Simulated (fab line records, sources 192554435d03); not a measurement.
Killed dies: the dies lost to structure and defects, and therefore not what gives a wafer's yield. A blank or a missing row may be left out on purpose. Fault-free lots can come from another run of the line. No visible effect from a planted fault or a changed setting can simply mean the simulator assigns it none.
Split-lot study / flow n5_finfet / 21 wafers read across 7 lots, on a route 1938 steps long

== ON THE SPLIT ==
At N5_SD_EPI_P_PEB_07 (peb time 60 s), the setting peb_time_s was moved away from the recipe's 60 s on 7 of the 21 wafers read, by -22.2% to +20.2%. For the rest of the wafers, this setting stayed at what the recipe calls for.

== FROM SPLIT TO READING: 1 step shown by the file between the two ==
- N5_SD_EPI_P_DEVELOP_08: develop time 30 s

== THE READING ==
cd_nm at N5_SD_EPI_P_CD_MEAS_09, given in nm (cd target 240 nm). A value of 238.9 nm with a standard deviation of 0.98 nm is what fault-free wafers of this fab line usually give.

wafer=L076.1; tool, chamber at the split=litho_track-02, 0; peb_time_s as run, s=60; against the recipe=recipe; cd_nm, nm=238.4; against lot-mates on the recipe=-
wafer=L076.4; tool, chamber at the split=litho_track-02, 0; peb_time_s as run, s=60; against the recipe=recipe; cd_nm, nm=240.8; against lot-mates on the recipe=-
wafer=L076.6; tool, chamber at the split=litho_track-02, 0; peb_time_s as run, s=48.31; against the recipe=-19.5%; cd_nm, nm=230.7; against lot-mates on the recipe=-8.9
wafer=L079.1; tool, chamber at the split=litho_track-02, 0; peb_time_s as run, s=60; against the recipe=recipe; cd_nm, nm=239.4; against lot-mates on the recipe=-
wafer=L079.3; tool, chamber at the split=litho_track-02, 0; peb_time_s as run, s=60; against the recipe=recipe; cd_nm, nm=238.4; against lot-mates on the recipe=-
wafer=L079.6; tool, chamber at the split=litho_track-02, 0; peb_time_s as run, s=60; against the recipe=recipe; cd_nm, nm=239.1; against lot-mates on the recipe=-
wafer=L080.1; tool, chamber at the split=litho_track-02, 0; peb_time_s as run, s=46.68; against the recipe=-22.2%; cd_nm, nm=230.0; against lot-mates on the recipe=no lot-mate on the recipe
wafer=L080.3; tool, chamber at the split=litho_track-02, 0; peb_time_s as run, s=46.68; against the recipe=-22.2%; cd_nm, nm=229.1; against lot-mates on the recipe=no lot-mate on the recipe
wafer=L080.4; tool, chamber at the split=litho_track-02, 0; peb_time_s as run, s=46.68; against the recipe=-22.2%; cd_nm, nm=230.5; against lot-mates on the recipe=no lot-mate on the recipe
wafer=L082.2; tool, chamber at the split=litho_track-05, 0; peb_time_s as run, s=72.12; against the recipe=+20.2%; cd_nm, nm=247.2; against lot-mates on the recipe=+8.1
wafer=L082.3; tool, chamber at the split=litho_track-05, 0; peb_time_s as run, s=72.12; against the recipe=+20.2%; cd_nm, nm=245.9; against lot-mates on the recipe=+6.8
wafer=L082.5; tool, chamber at the split=litho_track-05, 0; peb_time_s as run, s=60; against the recipe=recipe; cd_nm, nm=239.1; against lot-mates on the recipe=-
wafer=L086.2; tool, chamber at the split=litho_track-02, 0; peb_time_s as run, s=60; against the recipe=recipe; cd_nm, nm=237.1; against lot-mates on the recipe=-
wafer=L086.3; tool, chamber at the split=litho_track-02, 0; peb_time_s as run, s=60; against the recipe=recipe; cd_nm, nm=237.9; against lot-mates on the recipe=-
wafer=L086.5; tool, chamber at the split=litho_track-02, 0; peb_time_s as run, s=60; against the recipe=recipe; cd_nm, nm=237.9; against lot-mates on the recipe=-
wafer=L089.2; tool, chamber at the split=litho_track-05, 0; peb_time_s as run, s=64.46; against the recipe=+7.4%; cd_nm, nm=242.2; against lot-mates on the recipe=+2.8
wafer=L089.4; tool, chamber at the split=litho_track-05, 0; peb_time_s as run, s=60; against the recipe=recipe; cd_nm, nm=239.5; against lot-mates on the recipe=-
wafer=L089.6; tool, chamber at the split=litho_track-05, 0; peb_time_s as run, s=60; against the recipe=recipe; cd_nm, nm=239.2; against lot-mates on the recipe=-
wafer=L090.1; tool, chamber at the split=litho_track-04, 0; peb_time_s as run, s=60; against the recipe=recipe; cd_nm, nm=237.9; against lot-mates on the recipe=-
wafer=L090.5; tool, chamber at the split=litho_track-04, 0; peb_time_s as run, s=60; against the recipe=recipe; cd_nm, nm=240.1; against lot-mates on the recipe=-
wafer=L090.6; tool, chamber at the split=litho_track-04, 0; peb_time_s as run, s=60; against the recipe=recipe; cd_nm, nm=238.6; against lot-mates on the recipe=-

THE FIT
A straight line over all 21 wafers: cd_nm changes by +0.399 nm for each +1% of peb_time_s; r = +0.98; the points scatter about the line by 0.89 nm.
The same after taking each lot's own level away (the mean of its wafers on the recipe; 18 wafers): +0.399 nm for each +1%; r = +0.98; scatter 0.75 nm.
Per that fit: largest peb_time_s move, reading shift of 8.9 nm.
Across the lots, their own levels run from 237.63 to 239.60 nm, a range of 2.0 times the standard deviation given above.
Consequently the slope shifts little with the lot-to-lot level, the two slopes agreeing.
Check: +7.84 nm against its lot-mates is what the line predicts for one of the wafers moved furthest among these (+20.2%) when that wafer is left out of the fit. It came out at +8.1 nm against them.

== THE WHOLE CHAIN: every reading that the file lists as answering this split, in the file's order ==
step=N5_SD_EPI_P_CD_MEAS_09; what it does=target cd 240 nm; reading=cd_nm; change (the file's fit)=+0.407 nm for each +1% of the setting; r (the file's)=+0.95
step=N5_SD_EPI_P_DESCUM_14; what it does=chemistry O2, time 7.9 s; reading=SD_EPI_P.cd_nm (the simulator's own value, which no gauge read); change (the file's fit)=+0.405 nm for each +1% of the setting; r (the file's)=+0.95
step=N5_SD_EPI_P_ETCH_36; what it does=etches SiARC in CF4, target depth 45.5 nm, time 75.8 s; reading=SD_EPI_P.cd_nm (the simulator's own value, which no gauge read); change (the file's fit)=+0.399 nm for each +1% of the setting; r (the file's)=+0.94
step=N5_SD_EPI_P_ETCH_37; what it does=etches SOC in N2/H2, overetch 108 nm, time 486 s; reading=SD_EPI_P.cd_nm (the simulator's own value, which no gauge read); change (the file's fit)=+0.417 nm for each +1% of the setting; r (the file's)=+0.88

== FILE'S OWN FIT ==
cd_nm changes by +0.407 nm for each +1% of peb_time_s, r = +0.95.
